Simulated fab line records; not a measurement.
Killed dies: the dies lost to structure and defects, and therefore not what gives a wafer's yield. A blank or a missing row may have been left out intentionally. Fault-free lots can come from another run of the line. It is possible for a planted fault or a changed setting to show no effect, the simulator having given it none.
Matching of chambers :: flow n5_finfet :: rie_diel-02 running N5_BEOL_M5_STRIP_19: 4 sister chambers
The step strips in O2. 4 wafers are shown with their chamber, then 8 later ones without.

WAFERS, EACH WITH ITS CHAMBER
wafer: L089.5
chamber: 0
throttle_valve_pct (%): 16.4

wafer: L088.2
chamber: 1
throttle_valve_pct (%): 16.2

wafer: L088.3
chamber: 2
throttle_valve_pct (%): 17.0

wafer: L092.2
chamber: 3
throttle_valve_pct (%): 16.6

WAFERS WHOSE CHAMBER IS MISSING
wafer: L092.3
throttle_valve_pct (%): 16.3

wafer: L092.4
throttle_valve_pct (%): 17.0

wafer: L093.1
throttle_valve_pct (%): 16.5

wafer: L093.2
throttle_valve_pct (%): 16.6

wafer: L093.5
throttle_valve_pct (%): 16.3

wafer: L097.2
throttle_valve_pct (%): 16.5

wafer: L097.4
throttle_valve_pct (%): 16.6

wafer: L097.5
throttle_valve_pct (%): 16.6

WHICH CHAMBER EACH WENT THROUGH
wafer: L092.3
from the rows above: can't be placed: 0 or 1
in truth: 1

wafer: L092.4
from the rows above: 2
in truth: 2

wafer: L093.1
from the rows above: can't be placed: 0 or 3
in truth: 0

wafer: L093.2
from the rows above: 3
in truth: 3

wafer: L093.5
from the rows above: can't be placed: 0 or 1
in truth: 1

wafer: L097.2
from the rows above: can't be placed: 0 or 3
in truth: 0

wafer: L097.4
from the rows above: 3
in truth: 3

wafer: L097.5
from the rows above: 3
in truth: 3
Placed correctly: 4 of 8. From these rows, 4 cannot be placed; in 4 the true chamber is one of the candidates. 0 placed wrongly.
How it was worked out, from the rows above alone: a wafer's distance from a chamber is the root of the sum, over the readings, of the square of ((its reading less the chamber's mean) divided by the reading's scatter). If the next closest chamber is less than 2 further off than the closest, the wafer can't be placed; otherwise it belongs to the closest. A chamber's mean is the mean of its shown wafers. The scatter: root of mean squared gap, hidden wafer to nearest shown wafer, with one shown wafer a chamber.
